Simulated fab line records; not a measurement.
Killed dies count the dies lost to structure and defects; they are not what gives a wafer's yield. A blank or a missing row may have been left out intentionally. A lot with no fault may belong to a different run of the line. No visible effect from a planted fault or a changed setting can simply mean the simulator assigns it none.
fab line records	flow n5_finfet
record lots=7	wafers=21
route steps=1938 shown BEOL_M7@1267 BEOL_M8@1359 BEOL_M9@1419 BEOL_M10@1512
start_h: start of the lot's first displayed wafer, in hours after the record's first day	wait_h: hours since the lot's step before	" repeats the value in the row above	L1.1+2: one row covering several wafers at once	- value missing, or start not given	* or withheld: withheld	< > ~ a bound
route shown NAME@n: a module of which the file shows steps, and the number in the route of the first	usual: the fault-free wafers' mean and standard deviation	same: alike in all rows	chamber/n: place in a boat	sites: readings site by site	_std_site: the standard deviation of these	_edge_site: inner sites' mean taken away from outer sites' mean	radius_mm: for every site, how far away it sits from the centre of the wafer	mask NAME#n: copy n	behind: the tool/chamber that last shaped the wafer	hold: cause of the lot's hold/its duration in hours/its outcome	device: whichever transistor did not switch (one of n, p or np)	end of line: tests run on the same wafers once the route is complete	for a step that has no rows: nothing shown but its recipe	killed: dies that structure and defects cost at the first sort, which is not the same as the wafer's yield	map: per-die view of a wafer (x killed, . not killed, _ where there is no die)
set.NAME: the setting that was run; set.NAME@STEP: the one run at that earlier step	model.NAME: the simulator's own value behind a step, which no gauge read
lots where settings were altered on purpose, with a table for each step and a row for each wafer
## steps
# step N5_BEOL_M7_HM_DEP_02
# recipe material=TiN	target_thk_a=200	temp_c=25	chamber_pressure_pa=0.49996
lot.wafer	tool	chamber	start_h	wait_h	set.target_thk_a	model.TiN_of_BEOL_M7_HM_DEP_02.thk_nm
L076.1+2	pvd_sputter-03	-	236.30	0.1	200	20
L076.5	"	-	"	"	216.2	21.6
L080.1+6	pvd_sputter-02	-	266.13	1.3	200	19.6
L080.3	"	-	"	"	176.8	17.6
L089.3	pvd_sputter-01	-	340.23	1.4	220	22.2
L089.4	"	-	"	"	200	20.4
L089.5	"	-	"	"	220	22.4
L094.1+5	pvd_sputter-03	-	358.39	0.3	200	20
L094.2	"	-	"	"	200	19.8
L091.2+6	pvd_sputter-01	-	369.39	0.5	200	20.2
L091.4	"	-	"	"	200	20
L095.2	pvd_sputter-02	-	376.00	1.0	200	19.6
L095.3+6	"	-	"	"	200	19.8
L096.2	pvd_sputter-03	-	387.52	2.6	190.3	19
L096.4+6	"	-	"	"	190.3	19.2
# step N5_BEOL_M7_COAT_59
# recipe resist=SOC	temp_c=250	time_s=60	spin_rpm=1500	resist_thk_nm=100
# step N5_BEOL_M7_COAT_60
# recipe resist=SiARC	temp_c=220	time_s=60	spin_rpm=1500	resist_thk_nm=35
# step N5_BEOL_M7_STRIP_68
# recipe chemistry=N2/H2	temp_c=40	n2_flow_sccm=200	h2_flow_sccm=200	rf_frequency_hz=6e+07
# step N5_BEOL_M7_STRIP_67
# recipe chemistry=CF4	resist=SiARC	power_w=300	bias_power_w=75	pressure_mtorr=50	cf4_flow_sccm=150	rf_frequency_hz=6e+07
# step N5_BEOL_M7_HM_OPEN_17
# recipe chemistry=Cl2/BCl3	target_depth_a=200	overetch_a=60	target=TiN	mask_material=SOC	ion_energy_ev=150	pressure_mtorr=10	icp_w=1000	bias_w=126	Cl2_flow_sccm=53.25	bcl3_flow_sccm=21.75	Ar_flow_sccm=25
lot.wafer	tool	chamber	start_h	wait_h	set.target_thk_a@BEOL_M7_HM_DEP_02	model.etch.depth_nm
L076.1	rie_metal-01	1	237.16	0.0	200	20.08
L076.2	"	0	"	"	200	19.9
L076.5	"	1	"	"	216.2	21.53
L080.1	rie_metal-01	0	267.42	0.0	200	19.59
L080.3	"	0	"	"	176.8	17.62
L080.6	"	1	"	"	200	19.68
L089.3	rie_metal-03	1	341.12	0.1	220	22.15
L089.4	"	0	"	"	200	20.33
L089.5	"	0	"	"	220	22.35
L094.1	rie_metal-01	0	359.27	0.0	200	20.02
L094.2	"	1	"	"	200	19.79
L094.5	"	1	"	"	200	19.96
L091.2	rie_metal-02	0	370.44	0.0	200	20.2
L091.4	"	0	"	"	200	20.03
L091.6	"	1	"	"	200	20.11
L095.2	rie_metal-01	1	376.75	0.0	200	19.63
L095.3	"	1	"	"	200	19.86
L095.6	"	1	"	"	200	19.85
L096.2	rie_metal-02	1	388.71	0.0	190.3	19.06
L096.4	"	0	"	"	190.3	19.13
L096.6	"	1	"	"	190.3	19.17
# step N5_BEOL_M7_STRIP_19
# recipe chemistry=O2	power_w=400	temp_c=40	pressure_mtorr=30	rf_frequency_hz=6e+07	bias_power_w=0	overash_fraction=0.2	o2_flow_sccm=225
# step N5_BEOL_M7_STRIP_76
# recipe chemistry=C4F6/O2	resist=SiARC	rf_frequency_hz=6e+07
# step N5_BEOL_M7_STRIP_36
# recipe chemistry=N2/H2	power_w=450	temp_c=40	pressure_mtorr=20	rf_frequency_hz=6e+07	overash_fraction=0.3	bias_power_w=7	h2_frac=0.5	n2_flow_sccm=200	h2_flow_sccm=200
# step N5_BEOL_M7_TRENCH_ETCH_37
# recipe chemistry=C4F6/O2	target_depth_a=934.78	target=SiCOH_lowk	time_s=31.2	ion_energy_ev=250	pressure_mtorr=30	source_w=345	bias_w=185	Ar_flow_sccm=300	C4F6_flow_sccm=10	O2_flow_sccm=10
lot.wafer	tool	chamber	start_h	wait_h	set.target_thk_a@BEOL_M7_HM_DEP_02	model.TiN_of_BEOL_M7_HM_DEP_02.thk_nm
L076.1	rie_diel-02	0	-	-	200	17.4
L076.2	"	2	"	"	200	17.2
L076.5	"	2	"	"	216.2	18.8
L080.1+6	rie_diel-01	2,0	-	-	200	17
L080.3	"	3	"	"	176.8	15
L089.3	rie_diel-01	3	-	-	220	19.6
L089.4	"	2	"	"	200	17.6
L089.5	"	3	"	"	220	19.8
L094.1+5	rie_diel-04	2	-	-	200	17.4
L094.2	"	0	"	"	200	17.2
L091.2	rie_diel-01	0	-	-	200	17.6
L091.4+6	"	3	"	"	200	17.4
L095.2	rie_diel-02	3	-	-	200	17
L095.3+6	"	1	"	"	200	17.2
L096.2	rie_diel-02	2	-	-	190.3	16.4
L096.4+6	"	3,2	"	"	190.3	16.6
# step N5_BEOL_M7_ETCH_41
# recipe chemistry=CH3F/O2	target=SiCN	target_depth_a=319	taper_deg=2	time_s=57.8	ion_energy_ev=120	mask_material=TiN	pressure_mtorr=30	source_w=395	bias_w=75	Ar_flow_sccm=150	CH3F_flow_sccm=30	O2_flow_sccm=20
# step N5_BEOL_M7_STRIP_80
# recipe chemistry=N2/H2	time_s=10	power_w=450	temp_c=40	pressure_mtorr=20	rf_frequency_hz=6e+07	bias_power_w=7	n2_flow_sccm=200	h2_flow_sccm=200
# step N5_BEOL_M7_HM_STRIP_39
# recipe chemistry=peroxide_tin_strip	material=TiN	target_depth_a=250	temp_c=50	time_s=158
lot.wafer	tool	chamber	start_h	wait_h	set.temp_c@BEOL_M7_PECVD_70	model.SiO2_of_BEOL_M7_PECVD_70.thk_nm
L076.1+2	wet_bench-04	2,3	240.85	0.0	400	19.6
L076.5	"	6	"	"	400	20
L080.1	wet_bench-04	6	268.65	0.0	382.6	22
L080.3	"	1	"	"	400	19.8
L080.6	"	7	"	"	400	20
L089.3+4	wet_bench-03	2,1	342.50	0.0	400	20.4
L089.5	"	5	"	"	400	20.2
L094.1	wet_bench-03	5	362.71	0.0	400	19.4
L094.2+5	"	3,6	"	"	400	19.6
L091.2+4+6	wet_bench-02	0,3,6	372.20	0.1	415.9	17.8
L095.2+6	wet_bench-02	2,1	379.74	0.0	400	19.6
L095.3	"	6	"	"	400	19.2
L096.2	wet_bench-04	1	395.04	0.0	406.8	19.2
L096.4+6	"	2,3	"	"	400	20.2
# step N5_BEOL_M8_COAT_22
# recipe resist=CAR-EUV	spin_rpm=1500	resist_thk_nm=30
lot.wafer	tool	chamber	start_h	wait_h	set.spin_rpm	model.CAR-EUV_of_BEOL_M8_COAT_22.thk_nm
L076.1	litho_track-04	0	-	-	1607	29
L076.2+5	"	0	"	"	1500	30
L080.1	litho_track-05	0	-	-	1500	30.2
L080.3	"	0	"	"	1500	30
L080.6	"	0	"	"	1415	31
L089.3+4+5	litho_track-04	0	-	-	1500	30
L094.1+5	litho_track-04	0	-	-	1436	30.6
L094.2	"	0	"	"	1500	30
L091.2	litho_track-05	0	-	-	1388	31.2
L091.4+6	"	0	"	"	1500	30
L095.2+3+6	litho_track-04	0	-	-	1500	30
L096.2+6	litho_track-05	0	-	-	1500	30.2
L096.4	"	0	"	"	1556	29.6
# step N5_BEOL_M8_EXPOSE_25
# recipe mask_id=V7	na=0.33	source_shape=annular	sigma_inner=0.4	sigma_outer=0.8	polarization=unpolarized	target_cd_nm=40	dose_mj=42.5
lot.wafer	tool	chamber	start_h	wait_h	mask	set.dose_mj
L076.1+2+5	euv_scanner-01	0	260.29	-	V7#0	44.49
L080.1+3+6	euv_scanner-01	0	274.51	-	V7#0	42.5
L089.3	euv_scanner-01	0	350.40	-	V7#0	42.5
L089.4+5	"	0	"	"	V7#0	44.92
L094.1+2	euv_scanner-02	0	371.22	-	V7#0	42.5
L094.5	"	0	"	"	V7#0	43.9
L091.2+6	euv_scanner-02	0	381.33	-	V7#0	40.23
L091.4	"	0	"	"	V7#0	42.5
L095.2+3+6	euv_scanner-02	0	386.17	-	V7#0	42.5
L096.2+6	euv_scanner-01	0	403.91	-	V7#0	42.5
L096.4	"	0	"	"	V7#0	44.08
# step N5_BEOL_M8_PEB_26
# recipe peb_temp_c=100	peb_time_s=60	resist=CAR-EUV
# step N5_BEOL_M8_DEVELOP_27
# recipe develop_time_s=30	developer=TMAH	resist=CAR-EUV	rinse_liquid=surfactant_rinse	dry=air_spin	dev_temp_c=23
lot.wafer	tool	chamber	start_h	wait_h	set.spin_rpm@BEOL_M8_COAT_22	model.CAR-EUV_of_BEOL_M8_COAT_22.thk_nm
L076.1	litho_track-01	0	-	-	1607	28.4
L076.2+5	"	0	"	"	1500	29.6
L080.1+3	litho_track-05	0	-	-	1500	29.6
L080.6	"	0	"	"	1415	30.4
L089.3+4+5	litho_track-01	0	-	-	1500	29.6
L094.1+5	litho_track-05	0	-	-	1436	30.2
L094.2	"	0	"	"	1500	29.6
L091.2	litho_track-05	0	-	-	1388	30.8
L091.4	"	0	"	"	1500	29.4
L091.6	"	0	"	"	1500	29.6
L095.2+3+6	litho_track-04	0	-	-	1500	29.6
L096.2+6	litho_track-05	0	-	-	1500	29.6
L096.4	"	0	"	"	1556	29.2
# step N5_BEOL_M8_CD_MEAS_28
# recipe target_cd_nm=40	landing_energy_ev=500	detector=se_inlens
# usual cd_nm=39.97/0.23
lot.wafer	tool	chamber	start_h	wait_h	set.dose_mj@BEOL_M8_EXPOSE_25	cd_nm
L076.1	cd_sem-03	0	260.42	-	44.49	40.98
L076.2	"	0	"	"	44.49	41.01
L076.5	"	0	"	"	44.49	41.37
L080.1	cd_sem-01	0	274.64	-	42.5	39.94
L080.3	"	0	"	"	42.5	39.70
L080.6	"	0	"	"	42.5	40.05
L089.3	cd_sem-01	0	350.52	-	42.5	39.87
L089.4	"	0	"	"	44.92	40.95
L089.5	"	0	"	"	44.92	40.84
L094.1	cd_sem-02	0	371.35	-	42.5	39.77
L094.2	"	0	"	"	42.5	40.35
L094.5	"	0	"	"	43.9	40.76
L091.2	cd_sem-01	0	381.45	-	40.23	38.45
L091.4	"	0	"	"	42.5	39.77
L091.6	"	0	"	"	40.23	39.00
L095.2	cd_sem-03	0	386.30	-	42.5	40.15
L095.3	"	0	"	"	42.5	40.19
L095.6	"	0	"	"	42.5	39.98
L096.2	cd_sem-03	0	404.03	-	42.5	39.98
L096.4	"	0	"	"	44.08	40.64
L096.6	"	0	"	"	42.5	40.04
# step N5_BEOL_M8_DESCUM_33
# recipe chemistry=O2	time_s=7	source_power_w=50	bias_power_w=20	pressure_mtorr=20	rf_frequency_hz=2.712e+07	temp_c=40	resist=CAR-EUV	o2_flow_sccm=225
lot.wafer	tool	chamber	start_h	wait_h	set.dose_mj@BEOL_M8_EXPOSE_25	model.BEOL_M8.cd_nm
L076.1+2+5	rie_diel-03	3,0,0	260.56	0.1	44.49	41
L080.1+3+6	rie_diel-06	1,2,3	275.31	0.6	42.5	40
L089.3	rie_diel-03	2	350.64	0.0	42.5	39.8
L089.4+5	"	1,3	"	"	44.92	41
L094.1	rie_diel-05	2	371.48	0.0	42.5	40
L094.2	"	3	"	"	42.5	39.8
L094.5	"	3	"	"	43.9	40.6
L091.2	rie_diel-05	1	381.58	0.0	40.23	38.6
L091.4	"	2	"	"	42.5	40
L091.6	"	1	"	"	40.23	38.8
L095.2	rie_diel-06	0	386.42	0.0	42.5	40.2
L095.3+6	"	3,1	"	"	42.5	40
L096.2	rie_diel-06	0	404.71	0.6	42.5	39.8
L096.4	"	1	"	"	44.08	40.8
L096.6	"	1	"	"	42.5	40
# step N5_BEOL_M8_ETCH_72
# recipe chemistry=N2/H2	target=underlayer	target_depth_a=65	mask_material=CAR-EUV	time_s=5.2	ion_energy_ev=200	pressure_mtorr=30	source_w=840	bias_w=150	n2_flow_sccm=200	h2_flow_sccm=200	ends=cleared
lot.wafer	tool	chamber	start_h	wait_h	set.dose_mj@BEOL_M8_EXPOSE_25	model.BEOL_M8.cd_nm
L076.1	rie_diel-03	3	260.59	0.0	44.49	41
L076.2+5	"	0	"	"	44.49	40.8
L080.1+3+6	rie_diel-06	1,2,3	275.34	0.0	42.5	40
L089.3	rie_diel-03	2	350.67	0.0	42.5	39.8
L089.4+5	"	1,3	"	"	44.92	41
L094.1	rie_diel-05	2	371.51	0.0	42.5	40
L094.2	"	3	"	"	42.5	39.8
L094.5	"	3	"	"	43.9	40.6
L091.2	rie_diel-05	1	381.62	0.0	40.23	38.6
L091.4	"	2	"	"	42.5	40
L091.6	"	1	"	"	40.23	38.8
L095.2	rie_diel-06	0	386.45	0.0	42.5	40.2
L095.3+6	"	3,1	"	"	42.5	40
L096.2+6	rie_diel-06	0,1	404.74	0.0	42.5	40
L096.4	"	1	"	"	44.08	40.8
# step N5_BEOL_M8_ETCH_65
# recipe chemistry=CF4	target=SiARC	target_depth_a=156	mask_material=CAR-EUV	time_s=26	ion_energy_ev=80	pressure_mtorr=40	source_w=545	bias_w=36	Ar_flow_sccm=100	cf4_flow_sccm=100	ends=cleared
# step N5_BEOL_M8_ETCH_66
# recipe chemistry=N2/H2	target=SOC	target_depth_a=800	overetch_a=160	mask_material=SiARC	temp_c=40	time_s=120	ion_energy_ev=200	pressure_mtorr=30	source_w=840	bias_w=150	n2_flow_sccm=200	h2_flow_sccm=200
# step N5_BEOL_M8_STRIP_69
# recipe chemistry=N2/H2	temp_c=40	n2_flow_sccm=200	h2_flow_sccm=200	rf_frequency_hz=6e+07
# step N5_BEOL_M8_STRIP_73
# recipe chemistry=N2/H2	temp_c=40	n2_flow_sccm=200	h2_flow_sccm=200	rf_frequency_hz=6e+07
# step N5_BEOL_M8_VIA_ETCH_34
# recipe chemistry=C4F6/O2	target=SiCOH_lowk	target_depth_a=1255	mask_material=SOC	taper_deg=4	time_s=50.5	ion_energy_ev=250	pressure_mtorr=30	source_w=345	bias_w=185	Ar_flow_sccm=300	C4F6_flow_sccm=10	O2_flow_sccm=10
lot.wafer	tool	chamber	start_h	wait_h	set.dose_mj@BEOL_M8_EXPOSE_25	model.BEOL_M8.cd_nm
L076.1	rie_diel-03	3	260.74	0.0	44.49	40.6
L076.2+5	"	0	"	"	44.49	40.8
L080.1	rie_diel-06	1	275.49	0.0	42.5	39.8
L080.3	"	2	"	"	42.5	40.2
L080.6	"	3	"	"	42.5	40
L089.3	rie_diel-03	2	350.82	0.0	42.5	39.6
L089.4	"	1	"	"	44.92	40.8
L089.5	"	3	"	"	44.92	40.6
L094.1	rie_diel-05	2	371.66	0.0	42.5	39.8
L094.2	"	3	"	"	42.5	39.6
L094.5	"	3	"	"	43.9	40.4
L091.2	rie_diel-05	1	381.76	0.0	40.23	38.6
L091.4	"	2	"	"	42.5	39.8
L091.6	"	1	"	"	40.23	38.8
L095.2+3	rie_diel-06	0,3	386.60	0.0	42.5	40.2
L095.6	"	1	"	"	42.5	40
L096.2+6	rie_diel-06	0,1	404.89	0.0	42.5	39.8
L096.4	"	1	"	"	44.08	40.6
# step N5_BEOL_M9_ETCH_62
# recipe chemistry=N2/H2	target=SOC	target_depth_a=1100	overetch_a=220	mask_material=SiARC	temp_c=40	time_s=165	ion_energy_ev=200	pressure_mtorr=30	source_w=840	bias_w=150	n2_flow_sccm=200	h2_flow_sccm=200
# usual rf_vpp_V=525.3/1.9
lot.wafer	tool	chamber	start_h	wait_h	set.source_w	rf_vpp_V
L076.1	rie_diel-01	0	266.60	0.0	840	526.0
L076.2	"	2	"	"	840	524.9
L076.5	"	3	"	"	883.1	516.9
L080.1	rie_diel-01	0	283.35	0.0	840	525.5
L080.3	"	2	"	"	840	523.8
L080.6	"	3	"	"	840	525.9
L089.3	rie_diel-04	0	358.82	0.0	711.4	554.3
L089.4	"	3	"	"	840	522.9
L089.5	"	2	"	"	711.4	550.9
L094.1	rie_diel-02	3	379.77	0.0	840	526.5
L094.2	"	2	"	"	840	528.2
L094.5	"	1	"	"	840	526.3
L091.2	rie_diel-02	1	388.77	0.0	840	526.2
L091.4	"	3	"	"	840	527.0
L091.6	"	2	"	"	916.9	510.4
L095.2	rie_diel-04	1	392.23	0.0	840	528.3
L095.3	"	3	"	"	840	523.0
L095.6	"	1	"	"	840	527.8
L096.2	rie_diel-04	1	411.44	0.0	840	526.5
L096.4	"	0	"	"	840	524.5
L096.6	"	2	"	"	840	522.3
# step N5_BEOL_M9_COAT_22
# recipe resist=CAR-EUV	spin_rpm=1500	resist_thk_nm=30
lot.wafer	tool	chamber	start_h	wait_h	set.spin_rpm	model.CAR-EUV_of_BEOL_M9_COAT_22.thk_nm
L076.1	litho_track-01	0	-	-	1500	30
L076.2	"	0	"	"	1667	28.6
L076.5	"	0	"	"	1500	30.2
L080.1+3+6	litho_track-03	0	-	-	1500	30
L089.3	litho_track-03	0	-	-	1575	29.2
L089.4+5	"	0	"	"	1500	30
L094.1+5	litho_track-02	0	-	-	1500	30
L094.2	"	0	"	"	1500	29.8
L091.2+6	litho_track-02	0	-	-	1357	31.4
L091.4	"	0	"	"	1500	29.8
L095.2+3+6	litho_track-03	0	-	-	1500	30
L096.2	litho_track-01	0	-	-	1550	29.6
L096.4	"	0	"	"	1550	29.4
L096.6	"	0	"	"	1500	30
# step N5_BEOL_M9_EBR_24
# recipe solvent=PGMEA	ebr_width_mm=1.5
# step N5_BEOL_M9_SOFTBAKE_23
# recipe temp_c=110	time_s=60	resist=CAR-EUV
# step N5_BEOL_M9_DESCUM_33
# recipe chemistry=O2	time_s=7	source_power_w=50	bias_power_w=20	pressure_mtorr=20	rf_frequency_hz=2.712e+07	temp_c=40	resist=CAR-EUV	o2_flow_sccm=225
# step N5_BEOL_M9_ETCH_76
# recipe chemistry=N2/H2	target=underlayer	target_depth_a=65	mask_material=CAR-EUV	time_s=5.2	ion_energy_ev=200	pressure_mtorr=30	source_w=840	bias_w=150	n2_flow_sccm=200	h2_flow_sccm=200	ends=cleared
lot.wafer	tool	chamber	start_h	wait_h	set.spin_rpm@BEOL_M9_COAT_22	model.CAR-EUV_of_BEOL_M9_COAT_22.thk_nm
L076.1	rie_diel-02	2	268.18	0.0	1500	20.2
L076.2	"	1	"	"	1667	18.8
L076.5	"	0	"	"	1500	20.4
L080.1	rie_diel-02	0	286.13	0.0	1500	20.4
L080.3+6	"	2,3	"	"	1500	20.2
L089.3	rie_diel-01	0	362.16	0.0	1575	19.6
L089.4	"	1	"	"	1500	20.4
L089.5	"	0	"	"	1500	20.2
L094.1+2	rie_diel-02	1,2	380.85	0.0	1500	20.2
L094.5	"	3	"	"	1500	20.4
L091.2+6	rie_diel-02	0,1	394.15	0.0	1357	21.6
L091.4	"	2	"	"	1500	20.2
L095.2	rie_diel-04	0	394.42	0.0	1500	20.6
L095.3+6	"	1,0	"	"	1500	20.4
L096.2	rie_diel-04	0	413.29	0.0	1550	20
L096.4	"	2	"	"	1550	19.8
L096.6	"	0	"	"	1500	20.4
# step N5_BEOL_M10_TRENCH_ETCH_37
# recipe chemistry=C4F6/O2	target_depth_a=1488.3	target=SiCOH_lowk	time_s=48	ion_energy_ev=250	pressure_mtorr=30	source_w=345	bias_w=185	Ar_flow_sccm=300	C4F6_flow_sccm=10	O2_flow_sccm=10
# usual rf_vpp_V=668/5.3
lot.wafer	tool	chamber	start_h	wait_h	set.bias_w	rf_vpp_V	model.etch.depth_nm	model.BEOL_M10.feature_depth_nm	model.TiN_of_BEOL_M10_HM_DEP_02.thk_nm
L076.1	rie_diel-03	3	-	-	206.7	727	155	155	15.4
L076.2	"	2	"	"	185	658	147.2	147.2	15.8
L076.5	"	3	"	"	185	666	148.9	149	15.8
L080.1	rie_diel-05	3	-	-	185	667	149	149	16
L080.3	"	0	"	"	185	661	146.5	146.6	16
L080.6	"	2	"	"	185	673	145.6	145.6	16
L089.3	rie_diel-06	1	-	-	160	593	141.2	141.2	16.4
L089.4	"	3	"	"	185	672	146.6	146.6	15.8
L089.5	"	1	"	"	160	594	139.8	139.8	16.2
L094.1	rie_diel-03	2	-	-	154.2	567	136.9	137	16.4
L094.2	"	1	"	"	185	673	148.9	148.8	16
L094.5	"	1	"	"	154.2	582	139.2	139.2	16.4
L091.2	rie_diel-06	1	-	-	161.1	598	140.9	141	16.2
L091.4	"	1	"	"	185	667	146.3	146.4	16.2
L091.6	"	0	"	"	161.1	604	142	142	16.4
L095.2	rie_diel-03	0	-	-	185	666	146.8	146.8	16.4
L095.3	"	2	"	"	185	657	146.4	146.4	16.4
L095.6	"	2	"	"	185	658	145.5	145.6	16.4
L096.2	rie_diel-05	2	-	-	216.7	764	159.7	159.6	15.4
L096.4	"	0	"	"	216.7	748	153.4	153.4	15.6
L096.6	"	3	"	"	216.7	756	154.4	154.4	15.6
## key
split step=N5_BEOL_M7_HM_DEP_02	setting=target_thk_a	stated=200	by=wafer
response step=N5_BEOL_M7_HM_DEP_02	reading=model.TiN_of_BEOL_M7_HM_DEP_02.thk_nm	change=+0.184	per=1%	r=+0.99
response step=N5_BEOL_M7_HM_OPEN_17	reading=model.etch.depth_nm	change=+0.183	per=1%	r=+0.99
response step=N5_BEOL_M7_TRENCH_ETCH_37	reading=model.TiN_of_BEOL_M7_HM_DEP_02.thk_nm	change=+0.188	per=1%	r=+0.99
split step=N5_BEOL_M8_COAT_22	setting=spin_rpm	stated=1500	by=wafer
response step=N5_BEOL_M8_COAT_22	reading=model.CAR-EUV_of_BEOL_M8_COAT_22.thk_nm	change=-0.152	per=1%	r=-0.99
response step=N5_BEOL_M8_DEVELOP_27	reading=model.CAR-EUV_of_BEOL_M8_COAT_22.thk_nm	change=-0.157	per=1%	r=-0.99
split step=N5_BEOL_M8_EXPOSE_25	setting=dose_mj	stated=42.5	by=wafer
response step=N5_BEOL_M8_CD_MEAS_28	reading=cd_nm	change=+0.188	per=1%	r=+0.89
response step=N5_BEOL_M8_DESCUM_33	reading=model.BEOL_M8.cd_nm	change=+0.227	per=1%	r=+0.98
response step=N5_BEOL_M8_ETCH_72	reading=model.BEOL_M8.cd_nm	change=+0.223	per=1%	r=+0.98
response step=N5_BEOL_M8_VIA_ETCH_34	reading=model.BEOL_M8.cd_nm	change=+0.203	per=1%	r=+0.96
split step=N5_BEOL_M9_ETCH_62	setting=source_w	stated=840	by=wafer
response step=N5_BEOL_M9_ETCH_62	reading=rf_vpp_V	change=-1.88	per=1%	r=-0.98
split step=N5_BEOL_M9_COAT_22	setting=spin_rpm	stated=1500	by=wafer
response step=N5_BEOL_M9_COAT_22	reading=model.CAR-EUV_of_BEOL_M9_COAT_22.thk_nm	change=-0.15	per=1%	r=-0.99
response step=N5_BEOL_M9_ETCH_76	reading=model.CAR-EUV_of_BEOL_M9_COAT_22.thk_nm	change=-0.14	per=1%	r=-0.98
split step=N5_BEOL_M10_TRENCH_ETCH_37	setting=bias_w	stated=185	by=wafer
response step=N5_BEOL_M10_TRENCH_ETCH_37	reading=rf_vpp_V	change=+5.65	per=1%	r=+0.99
response step=N5_BEOL_M10_TRENCH_ETCH_37	reading=model.etch.depth_nm	change=+0.532	per=1%	r=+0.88
response step=N5_BEOL_M10_TRENCH_ETCH_37	reading=model.BEOL_M10.feature_depth_nm	change=+0.53	per=1%	r=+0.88
response step=N5_BEOL_M10_TRENCH_ETCH_37	reading=model.TiN_of_BEOL_M10_HM_DEP_02.thk_nm	change=-0.0254	per=1%	r=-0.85
split outside_this_file step=N5_BEOL_M7_PECVD_70 setting=temp_c
# split outside_this_file: this setting was split too, and the file shows its column; the key of that split is in another file
